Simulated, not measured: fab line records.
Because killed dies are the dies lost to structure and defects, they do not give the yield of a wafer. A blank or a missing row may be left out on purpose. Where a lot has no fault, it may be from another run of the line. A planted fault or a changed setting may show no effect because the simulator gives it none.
What tool caused it?    flow n5_finfet    9 lots, 27 wafers sampled, at 5 steps of a route of 1938

## WHAT EACH GAUGE READ, for each wafer
N5_BEOL_M4_RC_MEAS_101. Usual: DIBL_N 36.8 mV/V, standard deviation 2.2; DIBL_P 37.0 mV/V, standard deviation 2.8; IOFF_N 0.18 nA/um, standard deviation 0.043; IOFF_P 0.23 nA/um, standard deviation 0.05; ION_N 680 uA/um, standard deviation 14; ION_P 466 uA/um, standard deviation 9.1; SS_N 71.7 mV/dec, standard deviation 0.74; SS_P 73.5 mV/dec, standard deviation 0.79; VT_N 248 mV, standard deviation 4; VT_P -249 mV, standard deviation 4.1.
lot   measured      on         DIBL_N (mV/V)   DIBL_P (mV/V)   IOFF_N (nA/um)  IOFF_P (nA/um)  ION_N (uA/um)  ION_P (uA/um)  SS_N (mV/dec)   SS_P (mV/dec)   VT_N (mV)    VT_P (mV)       flag
L305  day 9 05:10   prober-01  35.7 36.3 37.7  36.9 38.2 40.2  0.18 0.17 0.23  0.19 0.19 0.24  677 667 700    453 456 467    71.6 71.6 72.0  73.4 73.1 73.6  243 253 244  -254 -253 -250  
L307  day 9 11:35   prober-01  36.2 39.3 36.2  37.8 41.7 38.4  0.16 0.21 0.15  0.20 0.29 0.20  681 692 676    464 469 463    72.4 73.0 71.3  72.9 74.6 72.4  250 247 249  -251 -248 -251  
L318  day 11 15:13  prober-02  38.0 38.0 34.9  35.6 37.6 31.6  0.16 0.18 0.12  0.18 0.21 0.13  675 678 662    453 454 448    71.6 72.3 71.6  73.2 73.6 72.1  249 249 254  -254 -251 -256  
L322  day 13 05:25  prober-02  38.8 37.5 37.8  40.2 39.5 38.9  0.22 0.20 0.18  0.29 0.29 0.25  696 696 679    472 480 466    72.0 72.4 72.2  74.7 74.3 74.3  247 245 249  -244 -244 -245  
L321  day 12 20:40  prober-01  33.8 36.8 38.4  32.3 36.9 38.7  0.13 0.18 0.23  0.18 0.25 0.27  664 682 700    461 468 479    71.4 71.5 71.8  72.0 72.8 73.7  253 247 242  -252 -249 -248  
L323  day 13 03:29  prober-01  37.4 39.8 38.5  36.0 41.2 37.6  0.18 0.25 0.21  0.20 0.31 0.23  687 707 683    459 480 460    71.9 73.3 72.8  73.4 74.3 73.8  249 244 247  -252 -249 -250  
L324  day 13 10:34  prober-01  33.4 37.3 35.5  34.3 39.2 37.2  0.12 0.20 0.15  0.17 0.25 0.22  671 687 670    460 468 466    70.6 71.6 71.4  73.1 73.7 73.1  256 246 251  -255 -250 -250  

## WHICH TOOL RAN EACH LOT (tool, then ch and the chambers of the sampled wafers, then the start)
lot   N5_BEOL_M0_SAQP_SPACER1_ETCHBACK_99  N5_BEOL_M0_SAQP_ETCH_101            N5_BEOL_M0_SAQP_ETCH_107            N5_BEOL_M0_SAQP_SPACER2_ALD_26
L305  rie_diel-02 ch 2,3, day 6 07:52      rie_diel-02 ch 1,3, day 6 08:06     rie_diel-01 ch 0,1,2, day 6 08:50   ald_sin-01 ch 0,1,3, day 6 09:11
L307  rie_diel-03 ch 0,2, day 6 20:20      rie_diel-03 ch 0,1,2, day 6 20:34   rie_diel-03 ch 0,1,2, day 6 21:19   ald_sin-01 ch 0,1,3, day 6 21:55
L309  rie_diel-02 ch 2,3, day 7 08:43      rie_diel-03 ch 0,1,3, day 7 09:01   rie_diel-01 ch 0,1, day 7 09:45     ald_sin-01 ch 0,1,3, day 7 10:31
L310  rie_diel-01 ch 0,1,2, day 7 16:19    rie_diel-01 ch 1,2,3, day 7 16:56   rie_diel-01 ch 0,1,3, day 7 18:02   ald_sin-02 ch 0,1,3, day 7 18:49
L318  rie_diel-02 ch 1,2, day 9 13:13      rie_diel-03 ch 0,1,3, day 9 13:27   rie_diel-01 ch 0,3, day 9 14:26     ald_sin-03 ch 1,2, day 9 14:48
L322  rie_diel-01 ch 0,1,2, day 10 22:13   rie_diel-02 ch 0,2, day 10 22:29    rie_diel-02 ch 1,3, day 10 23:20    ald_sin-01 ch 1,3, day 11 01:19
L321  rie_diel-02 ch 0,1,3, day 10 22:25   rie_diel-03 ch 1,2,3, day 10 22:39  rie_diel-01 ch 0,1,2, day 10 23:34  ald_sin-02 ch 0,1,3, day 11 01:07
L323  rie_diel-02 ch 0,2,3, day 10 22:35   rie_diel-01 ch 0,1, day 10 22:49    rie_diel-01 ch 0,1,2, day 10 23:56  ald_sin-02 ch 1,2,3, day 11 01:39
L324  rie_diel-02 ch 0,1,3, day 11 03:59   rie_diel-03 ch 0,1,2, day 11 04:14  rie_diel-02 ch 0,1,2, day 11 05:19  ald_sin-02 ch 0,2,3, day 11 05:38
- N5_BEOL_M0_SAQP_SPACER1_ETCHBACK_99: etches SiO2 in CHF3/O2, target depth 15.4 nm, time 7.7 s.
- N5_BEOL_M0_SAQP_ETCH_101: etches SiNx in CH3F/O2, target depth 29.9 nm, time 42.7 s.
- N5_BEOL_M0_SAQP_ETCH_107: etches SiNx in CH3F/O2, target depth 30 nm.
- N5_BEOL_M0_SAQP_SPACER2_ALD_26: deposits SiO2, target thk 15 nm, pulse time 1 s, purge time 2 s.

## AS READ BY THE TOOLS THEMSELVES (means over the sampled wafers that have a number; for cases with no such wafer, the mark the record gives instead)
N5_BEOL_M0_SAQP_SPACER1_ETCHBACK_99. Usual: drypump_motor_current_A 5.8 A, standard deviation 0.36; oes_product_au 0.75 a.u., standard deviation 0.079; rf_vpp_V 522 V, standard deviation 19; showerhead_plenum_p_Torr 2.42 Torr, standard deviation 0.074; throttle_valve_pct 19.00 %, standard deviation 0.23.
lot   tool         drypump_motor_current_A (A)  oes_product_au (a.u.)  rf_vpp_V (V)  showerhead_plenum_p_Torr (Torr)  throttle_valve_pct (%)  flag
L305  rie_diel-02  5.9                          0.75                   530           2.47                             19.12                   
L307  rie_diel-03  6.3                          0.74                   525           2.44                             18.80                   
L309  rie_diel-02  5.9                          0.73                   530           2.47                             19.14                   
L310  rie_diel-01  5.4                          0.76                   513           2.44                             18.89                   
L318  rie_diel-02  5.8                          0.71                   506           2.37                             19.14                   
L322  rie_diel-01  5.4                          0.83                   513           2.43                             18.80                   
L321  rie_diel-02  5.8                          0.78                   531           2.37                             19.03                   
L323  rie_diel-02  5.9                          0.80                   538           2.44                             18.99                   
L324  rie_diel-02  5.8                          0.78                   531           2.37                             19.03                   

N5_BEOL_M0_SAQP_ETCH_101. Usual: CH3F_flow_sccm 30.00 sccm, standard deviation 0.081; O2_flow_sccm 20.01 sccm, standard deviation 0.061; drypump_motor_current_A 6.0 A, standard deviation 0.44; oes_product_au 0.77 a.u., standard deviation 0.079; rf_vpp_V 295 V, standard deviation 8.2; showerhead_plenum_p_Torr 2.03 Torr, standard deviation 0.062; throttle_valve_pct 16.36 %, standard deviation 0.21.
lot   tool         CH3F_flow_sccm (sccm)  O2_flow_sccm (sccm)  drypump_motor_current_A (A)  oes_product_au (a.u.)  rf_vpp_V (V)  showerhead_plenum_p_Torr (Torr)  throttle_valve_pct (%)  flag
L305  rie_diel-02  30.00                  20.09                5.7                          0.71                   292           1.94                             16.70                   
L307  rie_diel-03  30.04                  20.05                6.1                          0.74                   294           2.02                             16.37                   
L309  rie_diel-03  -                      -                    -                            -                      -             -                                -                       OFF
L310  rie_diel-01  -                      -                    -                            -                      -             -                                -                       OFF
L318  rie_diel-03  29.95                  19.97                6.1                          0.77                   293           2.06                             16.34                   
L322  rie_diel-02  30.05                  20.00                5.9                          0.88                   306           2.05                             16.15                   
L321  rie_diel-03  29.97                  19.97                6.2                          0.77                   297           2.03                             16.41                   
L323  rie_diel-01  29.99                  20.02                5.5                          0.87                   282           2.00                             16.03                   
L324  rie_diel-03  29.97                  19.97                6.1                          0.72                   295           2.01                             16.42                   

N5_BEOL_M0_SAQP_ETCH_107. Usual: CH3F_flow_sccm 30.00 sccm, standard deviation 0.087; O2_flow_sccm 20.00 sccm, standard deviation 0.057; drypump_motor_current_A 5.8 A, standard deviation 0.41; oes_product_au 0.76 a.u., standard deviation 0.086; rf_vpp_V 295 V, standard deviation 10; showerhead_plenum_p_Torr 2.02 Torr, standard deviation 0.061; throttle_valve_pct 16.42 %, standard deviation 0.23.
lot   tool         CH3F_flow_sccm (sccm)  O2_flow_sccm (sccm)  drypump_motor_current_A (A)  oes_product_au (a.u.)  rf_vpp_V (V)  showerhead_plenum_p_Torr (Torr)  throttle_valve_pct (%)  flag
L305  rie_diel-01  29.93                  20.02                5.4                          0.78                   292           2.03                             16.35                   
L307  rie_diel-03  30.02                  19.98                6.1                          0.73                   294           2.02                             16.38                   
L309  rie_diel-01  29.95                  20.01                5.3                          0.72                   287           2.05                             16.31                   
L310  rie_diel-01  29.94                  19.99                5.7                          0.70                   289           2.00                             16.35                   
L318  rie_diel-01  29.95                  20.02                6.0                          0.69                   293           2.00                             16.44                   
L322  rie_diel-02  30.04                  20.00                5.7                          0.69                   293           1.93                             16.76                   
L321  rie_diel-01  30.02                  20.03                5.4                          0.84                   291           2.02                             16.25                   
L323  rie_diel-01  29.94                  19.97                5.4                          0.84                   290           2.02                             16.26                   
L324  rie_diel-02  29.97                  19.95                5.9                          0.80                   297           2.00                             16.42                   

N5_BEOL_M0_SAQP_SPACER2_ALD_26. Usual: heater_power_w 476 W, standard deviation 62; precursor_pulse_height_rel 1.001, standard deviation 0.02.
lot   tool        heater_power_w (W)  precursor_pulse_height_rel  flag
L305  ald_sin-01  459                 0.986                       
L307  ald_sin-01  452                 0.993                       
L309  ald_sin-01  446                 1.000                       
L310  ald_sin-02  545                 1.013                       
L318  ald_sin-03  465                 1.004                       
L322  ald_sin-01  467                 1.009                       
L321  ald_sin-02  557                 1.010                       
L323  ald_sin-02  518                 1.005                       
L324  ald_sin-02  490                 0.997                       

## THE ANSWER, worked out from the rows above alone
Rule: lot off if the mean of its wafers having a number is beyond 3 standard deviations from the usual mean. Also off: a lot with no number at a reading for which 4 or more lots have one. All remaining lots with rows at the step are treated as sound. After the gauges, taken in route order, come the tools' own readings; for these a lot's mean is taken, as printed above. At the first step where some lot is off, the reading lying furthest off is the one used; lots without a number count as furthest.
Off: L309, L310, at N5_BEOL_M0_SAQP_ETCH_101 (CH3F_flow_sccm). Without a number there: L309, L310.
If a tool, at that step or one of the process steps before it, ran each lot that is off and ran no sound lot following the first of them, it fits. No candidate that was tried fits.

## WHAT THE SIMULATOR HAD PUT IN
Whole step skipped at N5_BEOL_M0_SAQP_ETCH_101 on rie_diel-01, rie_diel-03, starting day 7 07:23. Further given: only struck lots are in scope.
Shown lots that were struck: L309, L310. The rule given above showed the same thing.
